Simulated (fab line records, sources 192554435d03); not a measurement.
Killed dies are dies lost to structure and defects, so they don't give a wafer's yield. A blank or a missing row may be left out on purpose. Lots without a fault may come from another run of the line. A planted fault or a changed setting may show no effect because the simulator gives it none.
Which tool did it? | flow n5_finfet | 11 lots, 32 wafers sampled, at 2 steps of a route of 1938

WHAT THE GAUGES READ, wafer by wafer
N5_BEOL_M14_OCD_MEAS_35.
lot  | measured     | on     | trench_depth_nm (nm)
L590 | day 10 23:26 | ocd-01 | 568 550 554
L595 | day 11 23:15 | ocd-01 | 579 563 579
L591 | day 12 08:27 | ocd-01 | 559 554 558
L596 | day 12 23:05 | ocd-02 | 547 551 576
L602 | day 14 07:37 | ocd-01 | 539 552 539
L604 | day 15 01:54 | ocd-01 | 563 554 583
L606 | day 15 17:09 | ocd-01 | 571 555 567
L608 | day 15 22:53 | ocd-02 | 543 575 542
L609 | day 16 03:03 | ocd-02 | 561 569 565
L610 | day 16 07:23 | ocd-02 | 547 567
L613 | day 17 16:06 | ocd-01 | 585 578 565

WHICH TOOL RAN EACH LOT (tool, then ch and the chambers of the sampled wafers, then the start)
lot  | N5_BEOL_M14_ETCH_67
L590 | rie_diel-05 ch 0,1,2, day 10 22:52
L595 | rie_diel-01 ch 0,3, day 11 22:40
L591 | rie_diel-02 ch 0,3, day 12 07:52
L596 | rie_diel-05 ch 0,3, day 12 22:31
L602 | rie_diel-05 ch 1,3, day 14 07:02
L604 | rie_diel-01 ch 0,1,3, day 15 01:20
L606 | rie_diel-05 ch 1,2, day 15 16:34
L608 | rie_diel-05 ch 0,3, day 15 22:19
L609 | rie_diel-01 ch 0,2, day 16 02:29
L610 | rie_diel-01 ch 1,2, day 16 06:48
L613 | rie_diel-01 ch 0,2,3, day 17 15:32
- N5_BEOL_M14_ETCH_67: etches SiARC in CF4, target depth 143 nm, time 238.3 s.

THE ANSWER, worked out from the rows above alone
Rule: what is usual is taken from the lots themselves. Put in order of their means at a reading, lots are off if they are a third of the lots or fewer, leave a main group of 4 or more, and stand apart from it by a gap of 3 or more times the standard deviation of the main group's means; of several such gaps the widest counts. A main group whose means are all the same, to the digits that the tables above print for the reading, isn't used. A lot without any number at a reading at which 4 lots or more have one is off too. The other lots that the step has rows for count as sound.
No lot is off at any reading shown: from this, nothing can be told.

WHAT THE SIMULATOR HAD PUT IN
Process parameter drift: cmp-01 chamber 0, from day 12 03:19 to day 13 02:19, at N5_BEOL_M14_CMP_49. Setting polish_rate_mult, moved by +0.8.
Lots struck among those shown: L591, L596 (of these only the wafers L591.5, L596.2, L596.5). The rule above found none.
